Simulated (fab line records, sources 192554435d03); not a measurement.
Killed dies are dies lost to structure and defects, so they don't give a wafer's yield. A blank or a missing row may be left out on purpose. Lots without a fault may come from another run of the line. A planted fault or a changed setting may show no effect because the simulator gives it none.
Which tool did it? | flow n5_finfet | 23 lots, 69 wafers sampled, at 6 steps of a route of 1938

WHAT THE GAUGES READ, wafer by wafer
The record holds no reading of a measuring or inspecting step that can be judged against a usual standard deviation.

WHICH TOOL RAN EACH LOT (tool, then ch and the chambers of the sampled wafers, then the start)
lot  | N5_FIN_SAQP_MANDREL_ETCH_22     | N5_FIN_SAQP_RECESS_75             | N5_FIN_SAQP_MANDREL2_REMOVE_60  | N5_FIN_SAQP_FIN_ETCH_36         | N5_FIN_CUT_STRIP_24               | N5_STI_FIN_REVEAL_ETCH_34
L074 | rie_si-01 ch 2,3, day 1 22:46   | vapor_etch-02 ch 0,1, day 1 23:19 | rie_si-01 ch 0,1, day 2 02:10   | rie_si-05 ch 0,1, day 2 02:38   | rie_diel-01 ch 0,2,3, day 2 03:47 | rie_si-01 ch 2,3, day 2 12:29
L075 | rie_si-03 ch 0,1,3, day 2 04:26 | vapor_etch-01 ch 0,1, day 2 04:52 | rie_si-03 ch 0,2,3, day 2 07:41 | rie_si-01 ch 0,1,2, day 2 08:08 | rie_diel-01 ch 0,1,2, day 2 09:18 | rie_si-01 ch 1,2,3, day 2 17:52
L076 | rie_si-03 ch 0,1, day 2 10:18   | vapor_etch-02 ch 0,1, day 2 10:50 | rie_si-03 ch 1,2, day 2 13:27   | rie_si-01 ch 1,2, day 2 13:54   | rie_diel-06 ch 2,3, day 2 14:59   | rie_si-01 ch 0,1,3, day 3 00:06
L077 | rie_si-05 ch 0,2,3, day 2 17:53 | vapor_etch-02 ch 0,1, day 2 18:19 | rie_si-01 ch 0,2,3, day 2 21:15 | rie_si-05 ch 0,2,3, day 2 21:47 | rie_diel-06 ch 0,1, day 2 23:08   | rie_si-03 ch 0,2, day 3 07:41
L078 | rie_si-03 ch 0,3, day 2 22:43   | vapor_etch-02 ch 0,1, day 2 23:31 | rie_si-01 ch 0,3, day 3 02:13   | rie_si-05 ch 2,3, day 3 02:40   | rie_diel-06 ch 1,2,3, day 3 03:53 | rie_si-03 ch 0,1, day 3 13:28
L079 | rie_si-03 ch 1,2,3, day 3 04:26 | vapor_etch-01 ch 0,1, day 3 04:54 | rie_si-01 ch 0,2,3, day 3 07:49 | rie_si-05 ch 0,2,3, day 3 08:16 | rie_diel-01 ch 0,1,2, day 3 09:34 | rie_si-03 ch 0,1,2, day 3 18:57
L080 | rie_si-03 ch 0,2,3, day 3 10:23 | vapor_etch-01 ch 0,1, day 3 10:56 | rie_si-01 ch 0,1, day 3 13:42   | rie_si-05 ch 1,3, day 3 14:11   | rie_diel-03 ch 1,3, day 3 15:37   | rie_si-03 ch 0,2,3, day 4 01:13
L081 | rie_si-01 ch 0,1,3, day 3 15:58 | vapor_etch-02 ch 0,1, day 3 16:23 | rie_si-03 ch 0,1,2, day 3 19:46 | rie_si-01 ch 0,1,3, day 3 20:13 | rie_diel-06 ch 0,1,3, day 3 21:19 | rie_si-05 ch 0,2, day 4 06:26
L082 | rie_si-03 ch 0,1,2, day 3 23:17 | vapor_etch-01 ch 0,1, day 3 23:49 | rie_si-03 ch 0,2,3, day 4 02:37 | rie_si-01 ch 0,2, day 4 03:04   | rie_diel-03 ch 0,1,3, day 4 04:10 | rie_si-05 ch 0,2, day 4 12:59
L083 | rie_si-03 ch 0,1,2, day 4 05:05 | vapor_etch-01 ch 0,1, day 4 05:32 | rie_si-01 ch 0,1,3, day 4 10:04 | rie_si-05 ch 0,2,3, day 4 10:30 | rie_diel-01 ch 0,1,2, day 4 11:36 | rie_si-03 ch 0,2,3, day 4 20:26
L084 | rie_si-03 ch 0,1,3, day 4 10:37 | vapor_etch-02 ch 0,1, day 4 11:10 | rie_si-01 ch 1,2, day 4 14:13   | rie_si-05 ch 2,3, day 4 14:40   | rie_diel-01 ch 0,1,2, day 4 15:46 | rie_si-03 ch 0,3, day 5 00:15
L085 | rie_si-03 ch 0,1,3, day 4 16:50 | vapor_etch-01 ch 0,1, day 4 17:16 | rie_si-05 ch 1,3, day 4 21:56   | rie_si-01 ch 1,3, day 4 22:23   | rie_diel-03 ch 0,2,3, day 4 23:29 | rie_si-01 ch 0,2,3, day 5 09:28
L086 | rie_si-05 ch 1,2,3, day 5 00:44 | vapor_etch-02 ch 0,1, day 5 01:17 | rie_si-05 ch 1,2, day 5 05:25   | rie_si-01 ch 0,1,3, day 5 05:53 | rie_diel-03 ch 1,2, day 5 06:59   | rie_si-01 ch 1,2,3, day 5 15:35
L087 | rie_si-03 ch 0,2, day 5 06:20   | vapor_etch-01 ch 0,1, day 5 06:49 | rie_si-03 ch 0,2,3, day 5 10:08 | rie_si-05 ch 0,1,2, day 5 10:35 | rie_diel-06 ch 1,2,3, day 5 11:50 | rie_si-01 ch 0,1,3, day 5 20:38
L088 | rie_si-01 ch 0,2,3, day 5 11:06 | vapor_etch-02 ch 0,1, day 5 11:32 | rie_si-01 ch 0,3, day 5 14:31   | rie_si-03 ch 1,2, day 5 14:58   | rie_diel-03 ch 2,3, day 5 16:11   | rie_si-05 ch 0,1,2, day 6 01:06
L089 | rie_si-03 ch 0,2,3, day 5 17:04 | vapor_etch-02 ch 0,1, day 5 17:29 | rie_si-05 ch 0,2,3, day 5 20:19 | rie_si-03 ch 0,1,2, day 5 20:47 | rie_diel-06 ch 0,2,3, day 5 21:53 | rie_si-05 ch 0,2,3, day 6 06:29
L090 | rie_si-03 ch 0,2,3, day 5 22:35 | vapor_etch-02 ch 0,1, day 5 23:08 | rie_si-01 ch 0,2,3, day 6 01:46 | rie_si-03 ch 1,2,3, day 6 02:12 | rie_diel-03 ch 1,2, day 6 03:28   | rie_si-03 ch 0,3, day 6 13:00
L091 | rie_si-01 ch 1,2,3, day 6 04:43 | vapor_etch-01 ch 0,1, day 6 05:08 | rie_si-03 ch 1,2,3, day 6 09:05 | rie_si-05 ch 0,1,3, day 6 09:42 | rie_diel-01 ch 1,2,3, day 6 10:48 | rie_si-05 ch 0,1,2, day 6 19:18
L092 | rie_si-03 ch 0,3, day 6 10:49   | vapor_etch-02 ch 0,1, day 6 11:14 | rie_si-01 ch 0,1, day 6 14:18   | rie_si-05 ch 1,2, day 6 14:45   | rie_diel-03 ch 2,3, day 6 15:55   | rie_si-01 ch 1,3, day 7 00:46
L093 | rie_si-03 ch 0,1, day 6 16:13   | vapor_etch-01 ch 0,1, day 6 16:38 | rie_si-01 ch 0,1,3, day 6 19:23 | rie_si-05 ch 0,1,3, day 6 19:50 | rie_diel-03 ch 0,1,3, day 6 20:56 | rie_si-01 ch 0,2,3, day 7 05:32
L094 | rie_si-03 ch 2,3, day 6 22:25   | vapor_etch-01 ch 0,1, day 6 22:52 | rie_si-01 ch 2,3, day 7 02:31   | rie_si-05 ch 0,1,3, day 7 02:58 | rie_diel-01 ch 1,2, day 7 04:03   | rie_si-05 ch 1,2,3, day 7 12:35
L095 | rie_si-03 ch 0,1,2, day 7 04:05 | vapor_etch-02 ch 0,1, day 7 04:37 | rie_si-03 ch 0,1, day 7 07:17   | rie_si-01 ch 0,2,3, day 7 07:50 | rie_diel-01 ch 0,3, day 7 08:52   | rie_si-01 ch 0,1,3, day 7 17:32
L097 | rie_si-03 ch 1,3, day 7 17:20   | vapor_etch-01 ch 0,1, day 7 18:01 | rie_si-01 ch 0,3, day 7 20:38   | rie_si-05 ch 0,1,2, day 7 21:04 | rie_diel-01 ch 0,1, day 7 22:21   | rie_si-03 ch 1,2, day 8 07:07
- N5_FIN_SAQP_MANDREL_ETCH_22: etches a-Si in HBr/Cl2, stops on SiNx, target depth 60 nm, bt time 10 s, time 30 s.
- N5_FIN_SAQP_RECESS_75: chemistry HF/NH3, target SiO2, target depth 14.4 nm, afs cycles 3, sublimation time 60 s.
- N5_FIN_SAQP_MANDREL2_REMOVE_60: chemistry HBr/Cl2/O2, target a-Si, stops on SiNx, bt time 10 s.
- N5_FIN_SAQP_FIN_ETCH_36: etches the open film in HBr/Cl2/O2, target depth 120 nm, time 50.4 s.
- N5_FIN_CUT_STRIP_24: strips in CF4.
- N5_STI_FIN_REVEAL_ETCH_34: etches Si in H2, material Si, target depth 0.97 nm.

WHAT THE TOOLS THEMSELVES READ (means of the sampled wafers that have a number; where no wafer has one, the mark that the record gives instead)
N5_FIN_SAQP_MANDREL_ETCH_22.
lot  | tool      | drypump_motor_current_A (A) | oes_product_au (a.u.) | throttle_valve_pct (%)
L074 | rie_si-01 | 5.8                         | 0.764                 | 35.45
L075 | rie_si-03 | 6.3                         | 0.772                 | 35.63
L076 | rie_si-03 | 6.2                         | 0.771                 | 35.72
L077 | rie_si-05 | 5.9                         | 0.766                 | 35.35
L078 | rie_si-03 | 6.0                         | 0.767                 | 35.55
L079 | rie_si-03 | 6.2                         | 0.774                 | 35.57
L080 | rie_si-03 | 5.9                         | 0.772                 | 35.50
L081 | rie_si-01 | 5.3                         | 0.776                 | 35.65
L082 | rie_si-03 | 6.1                         | 0.763                 | 35.67
L083 | rie_si-03 | 6.1                         | 0.776                 | 35.64
L084 | rie_si-03 | 6.3                         | 0.777                 | 35.60
L085 | rie_si-03 | 6.3                         | 0.765                 | 35.62
L086 | rie_si-05 | 6.0                         | 0.774                 | 35.39
L087 | rie_si-03 | 5.8                         | 0.776                 | 35.52
L088 | rie_si-01 | 5.5                         | 0.768                 | 35.48
L089 | rie_si-03 | 5.9                         | 0.767                 | 35.50
L090 | rie_si-03 | 5.9                         | 0.768                 | 35.50
L091 | rie_si-01 | 5.6                         | 0.756                 | 35.39
L092 | rie_si-03 | 6.1                         | 0.769                 | 35.46
L093 | rie_si-03 | 6.2                         | 0.768                 | 35.71
L094 | rie_si-03 | 5.9                         | 0.774                 | 35.43
L095 | rie_si-03 | 6.1                         | 0.770                 | 35.64
L097 | rie_si-03 | 6.5                         | 0.770                 | 35.69

N5_FIN_SAQP_RECESS_75.
lot  | tool          | drypump_motor_current_A (A)
L074 | vapor_etch-02 | 5.2
L075 | vapor_etch-01 | 5.4
L076 | vapor_etch-02 | 5.2
L077 | vapor_etch-02 | 5.1
L078 | vapor_etch-02 | 5.2
L079 | vapor_etch-01 | 5.4
L080 | vapor_etch-01 | 5.4
L081 | vapor_etch-02 | 5.2
L082 | vapor_etch-01 | 5.5
L083 | vapor_etch-01 | 5.4
L084 | vapor_etch-02 | 5.2
L085 | vapor_etch-01 | 5.1
L086 | vapor_etch-02 | 5.1
L087 | vapor_etch-01 | 5.4
L088 | vapor_etch-02 | 5.1
L089 | vapor_etch-02 | 5.2
L090 | vapor_etch-02 | 5.1
L091 | vapor_etch-01 | 5.4
L092 | vapor_etch-02 | 5.2
L093 | vapor_etch-01 | 5.1
L094 | vapor_etch-01 | 5.1
L095 | vapor_etch-02 | 5.2
L097 | vapor_etch-01 | 5.4

N5_FIN_SAQP_MANDREL2_REMOVE_60.
lot  | tool      | O2_flow_sccm (sccm) | drypump_motor_current_A (A) | oes_product_au (a.u.) | throttle_valve_pct (%)
L074 | rie_si-01 | 4.996               | 5.0                         | 0.997                 | 37.04
L075 | rie_si-03 | 5.000               | 5.9                         | 1.014                 | 36.83
L076 | rie_si-03 | 4.979               | 6.4                         | 1.015                 | 37.08
L077 | rie_si-01 | 5.007               | 5.5                         | 0.993                 | 36.85
L078 | rie_si-01 | 5.013               | 5.5                         | 1.003                 | 37.09
L079 | rie_si-01 | 5.002               | 5.5                         | 0.991                 | 36.85
L080 | rie_si-01 | 4.991               | 5.0                         | 1.004                 | 37.03
L081 | rie_si-03 | 5.006               | 6.1                         | 1.009                 | 37.01
L082 | rie_si-03 | 5.007               | 5.9                         | 1.017                 | 36.83
L083 | rie_si-01 | 4.990               | 5.3                         | 1.004                 | 37.01
L084 | rie_si-01 | 5.003               | 5.4                         | 0.988                 | 36.64
L085 | rie_si-05 | 4.998               | 6.1                         | 1.007                 | 36.65
L086 | rie_si-05 | 4.996               | 6.0                         | 1.008                 | 36.83
L087 | rie_si-03 | 4.996               | 5.9                         | 1.014                 | 36.83
L088 | rie_si-01 | 4.993               | 5.2                         | 1.003                 | 37.12
L089 | rie_si-05 | 4.997               | 5.9                         | 0.990                 | 36.69
L090 | rie_si-01 | 5.017               | 5.5                         | 0.986                 | 36.85
L091 | rie_si-03 | 5.005               | 6.2                         | 1.010                 | 36.92
L092 | rie_si-01 | 5.000               | 5.0                         | 1.008                 | 37.05
L093 | rie_si-01 | 5.005               | 5.3                         | 0.994                 | 37.00
L094 | rie_si-01 | 4.977               | 5.8                         | 0.982                 | 36.82
L095 | rie_si-03 | 4.995               | 6.4                         | 1.005                 | 37.14
L097 | rie_si-01 | 4.994               | 5.2                         | 1.008                 | 37.12

N5_FIN_SAQP_FIN_ETCH_36.
lot  | tool      | O2_flow_sccm (sccm) | drypump_motor_current_A (A) | oes_product_au (a.u.) | throttle_valve_pct (%)
L074 | rie_si-05 | 12.03               | 6.1                         | 0.996                 | 35.90
L075 | rie_si-01 | 11.99               | 5.3                         | 0.988                 | 36.09
L076 | rie_si-01 | 11.99               | 5.6                         | 0.963                 | 35.83
L077 | rie_si-05 | 12.01               | 5.9                         | 0.993                 | 36.00
L078 | rie_si-05 | 11.98               | 5.8                         | 0.982                 | 36.05
L079 | rie_si-05 | 12.00               | 5.9                         | 0.982                 | 36.01
L080 | rie_si-05 | 12.00               | 6.1                         | 1.010                 | 35.97
L081 | rie_si-01 | 11.99               | 5.3                         | 1.004                 | 36.30
L082 | rie_si-01 | 11.99               | 5.6                         | 0.975                 | 35.93
L083 | rie_si-05 | 12.00               | 5.9                         | 0.991                 | 36.00
L084 | rie_si-05 | 12.01               | 5.9                         | 0.997                 | 36.14
L085 | rie_si-01 | 11.98               | 5.6                         | 0.998                 | 36.28
L086 | rie_si-01 | 12.00               | 5.3                         | 1.009                 | 36.32
L087 | rie_si-05 | 11.96               | 6.1                         | 0.999                 | 36.04
L088 | rie_si-03 | 12.00               | 6.0                         | 1.008                 | 36.26
L089 | rie_si-03 | 11.97               | 6.1                         | 1.009                 | 36.30
L090 | rie_si-03 | 12.00               | 6.2                         | 1.015                 | 36.22
L091 | rie_si-05 | 11.99               | 6.1                         | 1.001                 | 35.91
L092 | rie_si-05 | 12.02               | 6.2                         | 1.025                 | 36.05
L093 | rie_si-05 | 12.01               | 6.0                         | 1.001                 | 35.92
L094 | rie_si-05 | 12.00               | 6.0                         | 0.991                 | 35.93
L095 | rie_si-01 | 11.97               | 5.5                         | 0.990                 | 36.17
L097 | rie_si-05 | 11.99               | 6.1                         | 1.012                 | 36.02

N5_FIN_CUT_STRIP_24.
lot  | tool        | drypump_motor_current_A (A) | oes_product_au (a.u.) | rf_vpp_V (V) | showerhead_plenum_p_Torr (Torr) | throttle_valve_pct (%)
L074 | rie_diel-01 | 5.7                         | 0.76                  | 272.0        | 1.82                            | 13.79
L075 | rie_diel-01 | 5.6                         | 0.77                  | 270.5        | 1.78                            | 13.77
L076 | rie_diel-06 | 5.6                         | 0.80                  | 270.7        | 1.78                            | 13.39
L077 | rie_diel-06 | 6.4                         | 0.71                  | 271.1        | 1.81                            | 13.82
L078 | rie_diel-06 | 5.9                         | 0.74                  | 270.7        | 1.77                            | 13.62
L079 | rie_diel-01 | 5.6                         | 0.77                  | 270.5        | 1.77                            | 13.79
L080 | rie_diel-03 | 5.9                         | 0.80                  | 271.8        | 1.79                            | 13.37
L081 | rie_diel-06 | 6.2                         | 0.72                  | 271.1        | 1.79                            | 13.66
L082 | rie_diel-03 | 5.8                         | 0.83                  | 271.0        | 1.79                            | 13.43
L083 | rie_diel-01 | 5.6                         | 0.76                  | 270.2        | 1.77                            | 13.81
L084 | rie_diel-01 | 5.6                         | 0.75                  | 271.1        | 1.77                            | 13.81
L085 | rie_diel-03 | 6.0                         | 0.87                  | 271.1        | 1.78                            | 13.43
L086 | rie_diel-03 | 5.7                         | 0.82                  | 272.1        | 1.84                            | 13.44
L087 | rie_diel-06 | 5.9                         | 0.72                  | 270.9        | 1.76                            | 13.65
L088 | rie_diel-03 | 6.0                         | 0.84                  | 270.9        | 1.77                            | 13.38
L089 | rie_diel-06 | 5.9                         | 0.76                  | 271.3        | 1.79                            | 13.47
L090 | rie_diel-03 | 5.4                         | 0.75                  | 272.9        | 1.84                            | 13.48
L091 | rie_diel-01 | 5.8                         | 0.82                  | 271.4        | 1.79                            | 13.62
L092 | rie_diel-03 | 6.1                         | 0.83                  | 270.7        | 1.77                            | 13.40
L093 | rie_diel-03 | 5.8                         | 0.80                  | 271.0        | 1.78                            | 13.48
L094 | rie_diel-01 | 5.6                         | 0.76                  | 270.9        | 1.74                            | 13.81
L095 | rie_diel-01 | 5.6                         | 0.93                  | 271.6        | 1.79                            | 13.39
L097 | rie_diel-01 | 5.5                         | 0.85                  | 268.9        | 1.75                            | 13.58

N5_STI_FIN_REVEAL_ETCH_34.
lot  | tool      | drypump_motor_current_A (A) | he_flow_sccm (sccm) | oes_product_au (a.u.) | throttle_valve_pct (%)
L074 | rie_si-01 | 5.8                         | 142.8               | 0.970                 | 25.72
L075 | rie_si-01 | 5.6                         | 142.4               | 0.980                 | 25.80
L076 | rie_si-01 | 5.3                         | 142.9               | 1.000                 | 26.08
L077 | rie_si-03 | 5.9                         | 142.5               | 1.001                 | 25.90
L078 | rie_si-03 | 6.4                         | 142.7               | 1.014                 | 26.18
L079 | rie_si-03 | 6.1                         | 142.4               | 1.005                 | 25.98
L080 | rie_si-03 | 5.9                         | 142.2               | 1.014                 | 25.72
L081 | rie_si-05 | 6.0                         | 142.6               | 1.002                 | 25.67
L082 | rie_si-05 | 5.9                         | 142.7               | 0.997                 | 25.68
L083 | rie_si-03 | 5.9                         | 142.4               | 1.006                 | 25.71
L084 | rie_si-03 | 6.0                         | 142.3               | 1.002                 | 25.81
L085 | rie_si-01 | 5.5                         | 142.4               | 0.992                 | 25.99
L086 | rie_si-01 | 5.6                         | 142.4               | 0.990                 | 25.80
L087 | rie_si-01 | 5.3                         | 142.4               | 1.004                 | 26.07
L088 | rie_si-05 | 6.1                         | 142.2               | 1.003                 | 25.76
L089 | rie_si-05 | 5.9                         | 142.3               | 0.997                 | 25.62
L090 | rie_si-03 | 6.1                         | 142.3               | 1.003                 | 25.63
L091 | rie_si-05 | 6.1                         | 142.1               | 1.011                 | 25.75
L092 | rie_si-01 | 5.6                         | 142.3               | 0.997                 | 26.04
L093 | rie_si-01 | 5.5                         | 142.7               | 0.992                 | 26.00
L094 | rie_si-05 | 6.0                         | 142.1               | 1.008                 | 25.69
L095 | rie_si-01 | 5.3                         | 142.4               | 0.994                 | 26.08
L097 | rie_si-03 | 6.4                         | 142.5               | 1.011                 | 26.09

THE ANSWER, worked out from the rows above alone
Rule: what is usual is taken from the lots themselves. Put in order of their means at a reading, lots are off if they are a third of the lots or fewer, leave a main group of 4 or more, and stand apart from it by a gap of 3 or more times the standard deviation of the main group's means; of several such gaps the widest counts. A main group whose means are all the same, to the digits that the tables above print for the reading, isn't used. A lot without any number at a reading at which 4 lots or more have one is off too. The other lots that the step has rows for count as sound. The gauges are gone through in route order, then the tools' own readings, and for those a lot's mean is taken as printed above. The first step at which some lot is off is used, and at that step the reading that is off furthest; a lot without a number counts as furthest.
No lot is off at any reading shown: from this, nothing can be told.

WHAT THE SIMULATOR HAD PUT IN
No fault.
